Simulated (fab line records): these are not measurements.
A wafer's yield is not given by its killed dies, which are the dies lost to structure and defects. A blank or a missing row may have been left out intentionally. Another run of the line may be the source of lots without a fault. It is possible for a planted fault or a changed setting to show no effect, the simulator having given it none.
Chamber matching    flow n5 finfet    N5_BEOL_M0_SAQP_PECVD_00 on pecvd-04: 3 sister chambers
The step deposits SiCN from 3MS/NH3, target thk 8 nm, time 14 s. 6 wafers are shown with their chamber, then 10 later ones without.

WAFERS, EACH WITH ITS CHAMBER
wafer   chamber  throttle valve pct (%)  showerhead plenum p Torr (Torr)
L085.6  2        8.4                     3.652
L086.1  0        9.1                     3.668
L086.2  1        8.8                     3.669
L086.3  2        8.1                     3.661
L089.1  0        9.0                     3.657
L089.4  1        8.6                     3.676

WAFERS WITHOUT THEIR CHAMBER
wafer   throttle valve pct (%)  showerhead plenum p Torr (Torr)
L089.6  8.2                     3.661
L090.1  8.9                     3.667
L090.5  8.9                     3.662
L090.6  9.0                     3.669
L094.4  8.7                     3.669
L094.5  8.6                     3.660
L094.6  8.9                     3.668
L095.1  9.2                     3.657
L095.3  8.8                     3.673
L095.6  9.2                     3.656

EACH ONE'S CHAMBER
wafer   from the rows above           in truth
L089.6  2                             2
L090.1  can't be placed: 0 or 1       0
L090.5  can't be placed: 0 or 1       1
L090.6  can't be placed: 0 or 1       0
L094.4  can't be placed: 1 or 0       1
L094.5  can't be placed: 1 or 2 or 0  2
L094.6  can't be placed: 0 or 1       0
L095.1  0                             0
L095.3  can't be placed: 1 or 0       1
L095.6  0                             0
3 of 10 placed correctly. These rows do not allow placing 7 (true chamber among the candidates in 7). 0 placed wrongly.
How it was worked out, from the rows above alone: a wafer's distance from a chamber is the root of the sum, over the readings, of the square of ((its reading less the chamber's mean) divided by the reading's scatter). If the next closest chamber is less than 2 further off than the closest, the wafer can't be placed; otherwise it belongs to the closest. Each chamber's mean is taken over the wafers shown for it. The scatter is the square root of a quotient: the sum, over the shown wafers, of each reading's squared deviation from its chamber's mean, divided by wafers minus chambers.
